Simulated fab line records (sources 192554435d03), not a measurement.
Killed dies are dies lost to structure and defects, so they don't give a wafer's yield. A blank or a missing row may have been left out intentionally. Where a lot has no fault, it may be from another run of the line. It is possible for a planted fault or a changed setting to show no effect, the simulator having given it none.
Lot-split experiment ; flow n5-finfet ; on a route of 1938 steps: 7 lots, 21 wafers read

THE SPLIT ITSELF
At N5_MOL_CONTACT_COAG_ALD_27 (deposits SiOC, target thk 17 nm, pulse time 1.5 s, time 2720 s), the setting ald-cycles was moved away from the recipe's 340 on 9 of the 21 wafers read, by -9.1% to +16.5%. The other wafers ran this setting at the recipe's value.

The split's own step is where the reading is taken.

THE READING
SiOC_of_MOL_CONTACT_COAG_ALD_27.thk-nm (the simulator's own value, which no gauge read), in nm, at N5_MOL_CONTACT_COAG_ALD_27 (deposits SiOC, target thk 17 nm, pulse time 1.5 s, time 2720 s). The file does not state a usual value for it. The 12 wafers here that ran the recipe average 17.0 nm, standard deviation 0.055 nm.

wafer;tool, chamber at the split;ald-cycles as run;against the recipe;SiOC_of_MOL_CONTACT_COAG_ALD_27.thk-nm, nm;against lot-mates on the recipe
L074.1;ald-sin-01, 3;340;recipe;17;-
L074.3;ald-sin-01, 1,0;316;-7.1%;15.8;-1.2
L074.5;ald-sin-01, 1,0;316;-7.1%;15.8;-1.2
L083.2;ald-sin-04, 2;388;+14.1%;19.4;+2.4
L083.4;ald-sin-04, 3;388;+14.1%;19.2;+2.2
L083.5;ald-sin-04, 2;340;recipe;17;-
L086.4;ald-sin-03, 0,3;357;+5.0%;17.8;+0.8
L086.5;ald-sin-03, 0,3;357;+5.0%;17.8;+0.8
L086.6;ald-sin-03, 2;340;recipe;17;-
L087.2;ald-sin-01, 0,1;340;recipe;17;-
L087.5;ald-sin-01, 0,1;340;recipe;17;-
L087.3;ald-sin-01, 2;309;-9.1%;15.6;-1.4
L091.1;ald-sin-04, 3,2,3;340;recipe;17;-
L091.3;ald-sin-04, 3,2,3;340;recipe;17;-
L091.4;ald-sin-04, 3,2,3;340;recipe;17;-
L093.2;ald-sin-03, 0;340;recipe;17;-
L093.5;ald-sin-03, 3,2;396;+16.5%;19.8;+2.8
L093.6;ald-sin-03, 3,2;396;+16.5%;19.8;+2.8
L097.1;ald-sin-04, 1,3;340;recipe;17;-
L097.2;ald-sin-04, 1,3;340;recipe;17;-
L097.6;ald-sin-04, 2;340;recipe;17.2;-
Rows listing several chambers each stand for several wafers; the file does not say which wafer went through which chamber.

THE FIT
A straight line over all 21 wafers: SiOC_of_MOL_CONTACT_COAG_ALD_27.thk-nm changes by +0.165 nm for each +1% of ald-cycles; r = +1.00; the points scatter about the line by 0.067 nm.
The same after taking each lot's own level away (the mean of its wafers on the recipe; 21 wafers): +0.166 nm for each +1%; r = +1.00; scatter 0.063 nm.
Per that fit: largest ald-cycles move, reading shift of 2.7 nm.
From 17.00 to 17.07 nm: that is the span of the lots' own levels, equal to 1.2 times the standard deviation above.
Consequently the slope shifts little with the lot-to-lot level, the two slopes agreeing.
Check: for one of the wafers moved furthest among these (+16.5%), held out of the fit, the line's prediction against its lot-mates is +2.71 nm. It came out at +2.8 nm against them.

OTHER SPLITS APPLIED TO THESE WAFERS
Note: prior to the reading, these wafers also went through further splits. Each is held against what the fit with the lots' levels taken away leaves over:
other split on the same wafers;wafers away from the commonest value;r with SiOC_of_MOL_CONTACT_COAG_ALD_27.thk-nm (lot level and that fit taken away)
N5_SD_ACTIVATION_LSA_01 temp-c;6;-0.38
N5_HKMG_FIN_COAT_41 spin-rpm;4;+0.20
N5_HKMG_FIN_ETCH_54 cf4-flow-sccm;3;+0.41
N5_GATE_CUT_ALD_22 ald-cycles;10;-0.03

FILE'S OWN FIT
SiOC_of_MOL_CONTACT_COAG_ALD_27.thk-nm changes by +0.165 nm for each +1% of ald-cycles, r = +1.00.
